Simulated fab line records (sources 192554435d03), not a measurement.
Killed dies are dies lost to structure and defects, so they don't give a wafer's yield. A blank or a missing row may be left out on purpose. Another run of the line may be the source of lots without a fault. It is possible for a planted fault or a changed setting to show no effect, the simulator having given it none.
fab line records    flow n5-finfet
[record] lots = 14  wafers = 38  last-day = 18
route steps=1938 shown HKMG_FIN@452 GATE_CUT@467
lots that met no fault: from a run of the same line without faults
start-h: hours from the record's opening day to when the first of the lot's shown wafers began    wait-h: how many hours have passed since the lot's step before this one    " identical to the entry in the row above    L1.1+2: one row covering several wafers at once    - either no value or no given start    * or withheld: withheld    < > ~ a bound
route shown NAME@n: names a module that has steps shown in the file, with the first one's number in the route    usual: mean and standard deviation over wafers with no fault    same: alike in all rows    chamber/n: place in a boat    sites: per-site readings    _std_site: the standard deviation of these    _edge_site: outer sites' mean less inner sites'    radius-mm: how far each site lies from the wafer's centre    mask NAME#n: copy n    behind: the last tool/chamber to shape the wafer    hold: why the lot went on hold/how many hours it stayed there/how the hold came to an end    device: the n, p or np transistor that did not switch    end of line: tests run on the same wafers once the route is complete    where a step has no rows: the recipe by itself    killed: not the wafer's yield, but the dies lost to structure and defects at the first sort    map: per-die view of a wafer (x killed, . not killed, _ where there is no die)
set.NAME: the run value of the setting; set.NAME@STEP: its run value at that earlier step    model.NAME: the simulator's own value behind a step, which no gauge read
steps of the route over a sample of lots; a table a step, a row a wafer
services: the hour from which a tool's chamber was out of use, counted from the record's first day as start-h (under 0 if before that day), plus the number of hours and why
[[steps]]
[step N5_HKMG_FIN_STRIP_90]
[recipe] chemistry = N2/H2  material = SOC  time-s = 20  power-w = 500  temp-c = 40  pressure-mtorr = 50  rf-frequency-hz = 6e+07  bias-power-w = 8  h2-frac = 0.5  n2-flow-sccm = 300  h2-flow-sccm = 300
[usual] drypump-motor-current-A = 5.6/0.44  n2-flow-sccm = 299.9/0.93  oes-product-au = 0.80/0.07  rf-vpp-V = 54.1/0.81  showerhead-plenum-p-Torr = 3.35/0.12  throttle-valve-pct = 19.1/0.36
lot.wafer  tool         chamber  start-h  wait-h  drypump-motor-current-A  n2-flow-sccm  oes-product-au  rf-hours-counter-h  rf-vpp-V  showerhead-plenum-p-Torr  throttle-valve-pct
L325.2     rie-diel-02  2        80.83    0.0     5.8                      298.1         0.80            67                  54.5      3.57                      19.3
L325.3     "            0        "        "       6.1                      300.7         0.82            89                  53.2      3.23                      19.1
L325.5     "            2        "        "       5.8                      299.6         0.80            -                   53.5      3.57                      19.3
L326.3     rie-diel-01  0        83.34    0.0     6.2                      299.5         0.80            92                  52.2      3.22                      18.8
L326.4     "            2        "        "       5.6                      300.3         0.84            -                   54.1      3.41                      18.7
L326.6     "            3        "        "       5.5                      300.6         0.76            -                   54.0      3.27                      19.3
L327.1     rie-diel-02  2        90.95    0.0     5.8                      299.9         0.79            70                  54.5      3.57                      19.3
L327.2     "            3        "        "       4.8                      300.8         0.90            17                  54.7      3.47                      19.1
L327.6     "            3        "        "       4.9                      300.5         0.91            -                   54.9      3.47                      19.1
L329.1     rie-diel-01  1        101.73   0.0     5.8                      301.6         0.82            69                  53.2      3.24                      18.5
L329.4     "            2        "        "       5.6                      297.7         0.84            -                   54.8      3.41                      18.8
L330.1     rie-diel-01  0        107.70   0.0     6.2                      300.4         0.79            102                 53.4      3.22                      18.9
L330.6     "            2        "        "       5.6                      298.7         0.84            -                   55.0      3.41                      18.7
L331.1     rie-diel-01  0        112.82   0.0     6.3                      300.7         0.79            104                 54.6      3.22                      18.9
L331.6     "            0        "        "       6.2                      300.3         0.78            -                   54.0      3.22                      18.9
L333.2     rie-diel-04  1        129.55   0.0     5.8                      299.7         0.78            118                 53.0      3.38                      18.8
L333.4     "            3        "        "       5.7                      299.4         0.73            181                 54.9      3.47                      19.6
L333.5     "            1        "        "       5.8                      301.8         0.78            -                   55.6      3.38                      18.9
L334.2     rie-diel-01  3        132.75   0.0     5.4                      300.5         0.76            114                 53.9      3.27                      19.4
L334.3     "            2        "        "       5.6                      300.0         0.83            74                  55.0      3.40                      18.7
L334.4     "            1        "        "       5.8                      298.9         0.81            81                  53.1      3.23                      18.5
L335.4     rie-diel-04  3        142.61   0.0     5.7                      299.6         0.73            185                 54.8      3.47                      19.6
L335.5     "            0        "        "       5.5                      301.7         0.72            -                   55.4      3.21                      19.6
L335.6     "            3        "        "       5.7                      298.5         0.73            -                   54.3      3.47                      19.6
L336.3     rie-diel-04  2        143.27   0.0     4.8                      300.8         0.97            7                   54.6      3.47                      19.5
L336.4     "            3        "        "       5.7                      300.4         0.73            186                 54.8      3.47                      19.5
L336.5     "            2        "        "       4.7                      299.6         0.98            -                   54.3      3.47                      19.5
L337.1     rie-diel-02  1        149.02   0.0     5.2                      300.1         0.78            114                 55.5      3.37                      19.1
L337.6     "            3        "        "       4.9                      300.9         0.87            -                   55.0      3.46                      19.1
L338.3     rie-diel-01  3        156.48   0.0     5.4                      299.7         0.75            123                 54.8      3.26                      19.4
L338.4     "            1        "        "       5.8                      300.1         0.79            90                  53.3      3.23                      18.6
L338.6     "            1        "        "       5.8                      299.4         0.80            -                   54.6      3.23                      18.6
L345.1     rie-diel-04  2        197.93   0.0     4.8                      299.2         0.92            23                  54.3      3.46                      19.5
L345.3     "            3        "        "       5.6                      300.1         0.71            203                 53.7      3.46                      19.6
L345.5     "            1        "        "       5.8                      298.0         0.75            -                   53.6      3.37                      18.9
L346.4     rie-diel-01  0        208.75   0.0     6.2                      300.9         0.77            136                 54.7      3.20                      18.9
L346.5     "            0        "        "       6.2                      300.1         0.77            -                   53.5      3.20                      18.9
L346.6     "            1        "        "       5.8                      299.5         0.78            -                   54.6      3.22                      18.6
[step N5_GATE_CUT_ETCHBACK_30]
[recipe] chemistry = Cl2/Ar  target = TiN  target-depth-a = 30  mode = isotropic  pressure-mtorr = 10  icp-w = 600  bias-w = 60  Cl2_flow_sccm = 40  Ar_flow_sccm = 60
[usual] bias-w = 60.01/0.18  drypump-motor-current-A = 5.4/0.61  oes-product-au = 0.75/0.079  throttle-valve-pct = 20.89/0.077
lot.wafer  tool          chamber  start-h  wait-h  bias-w  drypump-motor-current-A  oes-product-au  rf-hours-counter-h  throttle-valve-pct
L325.2     rie-metal-03  1        83.12    0.1     59.99   4.9                      0.78            37                  21.07
L325.3     "             1        "        "       60.08   4.9                      0.78            -                   21.06
L325.5     "             0        "        "       60.06   5.5                      0.84            -                   20.76
L326.3     rie-metal-03  1        85.63    0.0     60.35   4.9                      0.78            -                   21.06
L326.4     "             0        "        "       60.15   5.5                      0.83            -                   20.78
L326.6     "             1        "        "       60.28   4.9                      0.77            -                   21.09
L327.1     rie-metal-02  0        93.13    0.1     60.15   5.8                      0.60            118                 20.92
L327.2     "             1        "        "       59.94   4.7                      0.76            34                  20.84
L327.6     "             1        "        "       59.98   4.7                      0.77            -                   20.83
L329.1     rie-metal-01  0        103.90   0.1     59.63   6.2                      0.75            62                  20.93
L329.4     "             0        "        "       59.90   6.3                      0.74            -                   20.95
L330.1     rie-metal-02  1        109.87   0.1     60.03   4.7                      0.75            36                  20.84
L330.6     "             1        "        "       60.17   4.7                      0.75            -                   20.83
L331.1     rie-metal-02  1        115.34   0.1     60.08   4.7                      0.76            36                  20.83
L331.6     "             1        "        "       59.76   4.7                      0.76            -                   20.83
L333.2     rie-metal-01  0        131.79   0.1     59.98   6.2                      0.74            64                  20.93
L333.4     "             0        "        "       60.15   6.3                      0.74            -                   20.94
L333.5     "             0        "        "       60.01   6.3                      0.74            -                   20.95
L334.2     rie-metal-03  0        135.31   0.1     60.26   5.5                      0.82            30                  20.77
L334.3     "             1        "        "       59.94   4.9                      0.77            -                   21.07
L334.4     "             0        "        "       60.07   5.5                      0.82            -                   20.80
L335.4     rie-metal-02  0        144.88   0.0     59.87   5.8                      0.59            -                   20.91
L335.5     "             1        "        "       60.26   4.7                      0.75            -                   20.86
L335.6     "             0        "        "       60.11   5.8                      0.60            -                   20.91
L336.3     rie-metal-01  1        145.54   0.0     59.89   4.8                      0.83            -                   20.82
L336.4     "             0        "        "       60.17   6.2                      0.74            -                   20.94
L336.5     "             0        "        "       60.25   6.2                      0.74            -                   20.93
L337.1     rie-metal-02  1        151.19   0.1     59.63   4.7                      0.74            40                  20.85
L337.6     "             1        "        "       59.71   4.7                      0.74            -                   20.84
L338.3     rie-metal-01  0        158.66   0.0     60.02   6.3                      0.74            -                   20.91
L338.4     "             1        "        "       59.90   4.9                      0.84            -                   20.81
L338.6     "             1        "        "       59.86   4.8                      0.84            -                   20.82
L345.1     rie-metal-02  0        200.22   0.1     59.98   5.8                      0.59            127                 20.94
L345.3     "             1        "        "       60.03   4.7                      0.74            -                   20.85
L345.5     "             0        "        "       59.78   5.8                      0.59            -                   20.92
L346.4     rie-metal-01  1        210.94   0.0     59.88   4.8                      0.82            -                   20.84
L346.5     "             1        "        "       59.95   4.9                      0.82            -                   20.84
L346.6     "             0        "        "       60.09   6.3                      0.72            -                   20.94
[step N5_GATE_CUT_CMP_02]
[recipe] stop-on = SiO2  t-overpolish-s = 12.7  post-cmp-clean = alkaline-brush  down-force-psi = 2.5  platen-rpm = 51.8  pad-velocity-m-s = 1.0307  target-thk-nm = 0
[usual] motor-current-A = 9.3/1  overpolish-run-s = 12.701/0.0094  time-to-endpoint-s = 25/3.8
lot.wafer  tool    chamber  start-h  wait-h  motor-current-A  overpolish-run-s  time-to-endpoint-s
L325.3     cmp-02  2        86.14    0.2     9.8              12.691            28
L325.2     "       0        "        "       9.3              12.684            26
L325.5     "       2        "        "       9.7              12.710            29
L326.3     cmp-04  3        88.31    0.1     8.7              12.710            28
L326.4     "       2        "        "       10.3             12.699            27
L326.6     "       3        "        "       9.2              12.697            24
L327.2     cmp-03  0        96.35    0.1     8.1              12.691            21
L327.1     "       2        "        "       9.2              12.682            21
L327.6     "       3        "        "       10.4             12.701            26
L329.1     cmp-03  1        106.60   0.1     8.2              12.714            17
L329.4     "       2        "        "       8.7              12.700            25
L330.1     cmp-02  2        112.58   0.1     9.0              12.700            25
L330.6     "       2        "        "       8.8              12.714            27
L331.1     cmp-02  3        118.31   0.3     9.7              12.702            27
L331.6     "       2        "        "       9.6              12.695            28
L333.2     cmp-03  0        135.12   0.2     7.9              12.688            25
L333.4     "       2        "        "       8.7              12.700            28
L333.5     "       1        "        "       8.5              12.714            19
L334.3     cmp-04  3        137.97   0.1     8.5              12.703            27
L334.2     "       0        "        "       10.4             12.692            28
L334.4     "       1        "        "       11.0             12.703            25
L335.4     cmp-02  3        147.65   0.1     9.9              12.688            26
L335.5     "       1        "        "       8.5              12.687            29
L335.6     "       2        "        "       9.9              12.707            30
L336.4     cmp-03  1        148.24   0.1     7.8              12.693            18
L336.3     "       2        "        "       8.8              12.720            27
L336.5     "       0        "        "       8.0              12.713            27
L337.1     cmp-03  1        153.97   0.1     8.1              12.725            21
L337.6     "       0        "        "       7.8              12.694            31
L338.4     cmp-04  1        161.39   0.1     11.2             12.698            22
L338.3     "       2        "        "       10.5             12.703            23
L338.6     "       0        "        "       10.6             12.703            27
L345.1     cmp-04  1        203.04   0.2     10.0             12.691            21
L345.3     "       2        "        "       10.5             12.701            20
L345.5     "       3        "        "       8.8              12.689            23
L346.4     cmp-03  3        214.52   0.1     10.4             12.709            28
L346.5     "       2        "        "       8.7              12.695            28
L346.6     "       3        "        "       10.1             12.696            30
[step N5_GATE_CUT_EXPOSE_10]
[recipe] mask-id = GATE_CUT  na = 0.33  source-shape = annular  sigma-inner = 0.35  sigma-outer = 0.8  polarization = unpolarized  target-cd-nm = 20  dose-mj = 43.25
[usual] exposure-dose-mJ-cm2 = 43.5/0.31
[same] na = 0.33  sigma-outer = 0.8
lot.wafer  tool            chamber  start-h  wait-h  mask        exposure-dose-mJ-cm2
L325.2     euv-scanner-02  0        86.78    -       GATE_CUT#0  43.2
L325.3     "               0        "        "       GATE_CUT#0  43.2
L325.5     "               0        "        "       GATE_CUT#0  43.2
L326.3     euv-scanner-01  0        88.98    -       GATE_CUT#0  43.1
L326.4     "               0        "        "       GATE_CUT#0  43.1
L326.6     "               0        "        "       GATE_CUT#0  43.1
L327.1     euv-scanner-02  0        96.97    -       GATE_CUT#0  43.3
L327.2     "               0        "        "       GATE_CUT#0  43.2
L327.6     "               0        "        "       GATE_CUT#0  43.2
L329.1     euv-scanner-01  0        107.23   -       GATE_CUT#0  43.1
L329.4     "               0        "        "       GATE_CUT#0  43.1
L330.1     euv-scanner-01  0        113.07   -       GATE_CUT#0  43.1
L330.6     "               0        "        "       GATE_CUT#0  43.1
L331.1     euv-scanner-01  0        118.83   -       GATE_CUT#0  43.9
L331.6     "               0        "        "       GATE_CUT#0  43.9
L333.2     euv-scanner-01  0        135.67   -       GATE_CUT#0  43.9
L333.4     "               0        "        "       GATE_CUT#0  43.9
L333.5     "               0        "        "       GATE_CUT#0  43.9
L334.2     euv-scanner-01  0        138.51   -       GATE_CUT#0  43.8
L334.3     "               0        "        "       GATE_CUT#0  43.8
L334.4     "               0        "        "       GATE_CUT#0  43.8
L335.4     euv-scanner-01  0        148.13   -       GATE_CUT#0  43.8
L335.5     "               0        "        "       GATE_CUT#0  43.8
L335.6     "               0        "        "       GATE_CUT#0  43.8
L336.3     euv-scanner-01  0        148.76   -       GATE_CUT#0  43.8
L336.4     "               0        "        "       GATE_CUT#0  43.9
L336.5     "               0        "        "       GATE_CUT#0  43.9
L337.1     euv-scanner-01  0        154.47   -       GATE_CUT#0  43.9
L337.6     "               0        "        "       GATE_CUT#0  43.9
L338.3     euv-scanner-02  0        161.99   -       GATE_CUT#0  43.3
L338.4     "               0        "        "       GATE_CUT#0  43.3
L338.6     "               0        "        "       GATE_CUT#0  43.2
L345.1     euv-scanner-02  0        203.50   -       GATE_CUT#0  48.0
L345.3     "               0        "        "       GATE_CUT#0  48.0
L345.5     "               0        "        "       GATE_CUT#0  48.0
L346.4     euv-scanner-02  0        215.04   -       GATE_CUT#0  47.0
L346.5     "               0        "        "       GATE_CUT#0  47.0
L346.6     "               0        "        "       GATE_CUT#0  47.0
[step N5_GATE_CUT_CD_MEAS_13]
[recipe] target-cd-nm = 20  landing-energy-ev = 500  detector = se-inlens
[usual] cd-nm = 20.24/0.26
lot.wafer  tool       chamber  start-h  wait-h  cd-nm
L325.2     cd-sem-03  0        86.90    -       19.96
L325.3     "          0        "        "       19.98
L325.5     "          0        "        "       20.31
L326.3     cd-sem-01  0        89.11    -       20.03
L326.4     "          0        "        "       19.73
L326.6     "          0        "        "       19.73
L327.1     cd-sem-02  0        97.10    -       20.20
L327.2     "          0        "        "       20.40
L327.6     "          0        "        "       20.58
L329.1     cd-sem-01  0        107.36   -       20.17
L329.4     "          0        "        "       20.08
L330.1     cd-sem-03  0        113.21   -       19.91
L330.6     "          0        "        "       20.52
L331.1     cd-sem-03  0        118.96   -       20.16
L331.6     "          0        "        "       19.93
L333.2     cd-sem-03  0        135.80   -       20.05
L333.4     "          0        "        "       20.32
L333.5     "          0        "        "       20.13
L334.2     cd-sem-01  0        138.64   -       20.28
L334.3     "          0        "        "       20.11
L334.4     "          0        "        "       20.22
L335.4     cd-sem-01  0        148.24   -       20.68
L335.5     "          0        "        "       20.50
L335.6     "          0        "        "       20.16
L336.3     cd-sem-01  0        148.89   -       20.08
L336.4     "          0        "        "       20.24
L336.5     "          0        "        "       20.38
L337.1     cd-sem-03  0        154.60   -       20.05
L337.6     "          0        "        "       20.09
L338.3     cd-sem-02  0        162.11   -       20.33
L338.4     "          0        "        "       20.27
L338.6     "          0        "        "       20.92
L345.1     cd-sem-02  0        203.63   -       22.26
L345.3     "          0        "        "       22.35
L345.5     "          0        "        "       22.31
L346.4     cd-sem-01  0        215.16   -       21.96
L346.5     "          0        "        "       22.46
L346.6     "          0        "        "       22.44
[[services]]
tool            chamber  start-h  hours  kind
euv-scanner-02  -        58.48    1.0    pm
euv-scanner-01  -        59.49    1.0    pm
cmp-03          -        62.66    4.0    pm
euv-scanner-02  -        65.39    4.6    pm
rie-diel-01     1        71.65    13.0   repair
cmp-03          -        80.45    8.3    repair
cmp-04          -        84.21    2.2    repair
rie-diel-04     3        85.35    15.4   repair
rie-diel-01     3        89.17    31.4   repair
cmp-04          -        98.12    3.3    repair
cmp-04          -        111.36   10.1   pm
euv-scanner-02  -        114.63   1.0    pm
euv-scanner-01  -        115.64   1.0    pm
euv-scanner-02  -        116.18   40.6   repair
rie-diel-01     -        116.22   0.3    repair
cmp-03          -        117.20   3.2    pm
cmp-04          -        123.00   0.7    repair
euv-scanner-01  -        161.65   5.8    pm
euv-scanner-02  -        170.78   1.0    pm
euv-scanner-01  -        171.79   1.0    pm
euv-scanner-01  -        198.03   4.6    pm
euv-scanner-02  -        198.73   0.1    repair
rie-diel-01     -        205.96   2.7    repair
cmp-03          -        209.31   0.3    repair
[[key]]
[first-sign] step = N5_GATE_CUT_EXPOSE_10  reading = exposure-dose-mJ-cm2  direction = up  sigmas = 13  usual = 43.5  struck = 47.5
[effect] step = N5_GATE_CUT_CD_MEAS_13  reading = cd-nm  direction = up  sigmas = 8  usual = 20.24  struck = 22.30  through = control-loop
met-at N5_GATE_CUT_EXPOSE_10
struck-lots L345,L346
sort-left-out L345.1,L345.3,L345.5,L346.4,L346.5,L346.6
tester-left-out L345,L346
[loop-trim] step = N5_GATE_CUT_EXPOSE_10  setting = dose  lots = L346
not-acting-at N5_HKMG_FIN_STRIP_90,N5_GATE_CUT_ETCHBACK_30,N5_GATE_CUT_CMP_02
onset-between 161.99 203.50
[fault] kind = process-parameter-drift  tool = euv-scanner-02  chamber = -  onset-h = 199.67  steps = N5_GATE_CUT_EXPOSE_10  channel = dose-mj  offset = 4.7312  shape = step  acts-in = these-recipes-only  stated = 43.25
// tester-left-out: of these lots the tester's yield and bins aren't shown, on N5 and GAA mostly nor the transistor test; their killed dies are dies lost to structure and defects alone, not to doping, threshold or leakage, so they don't give the yield
// sort-left-out: the simulated sort isn't trusted on such a fault, so these wafers' sort isn't shown, and their yield isn't known
// loop-trim: a control loop set the setting to another value than it would have without faults
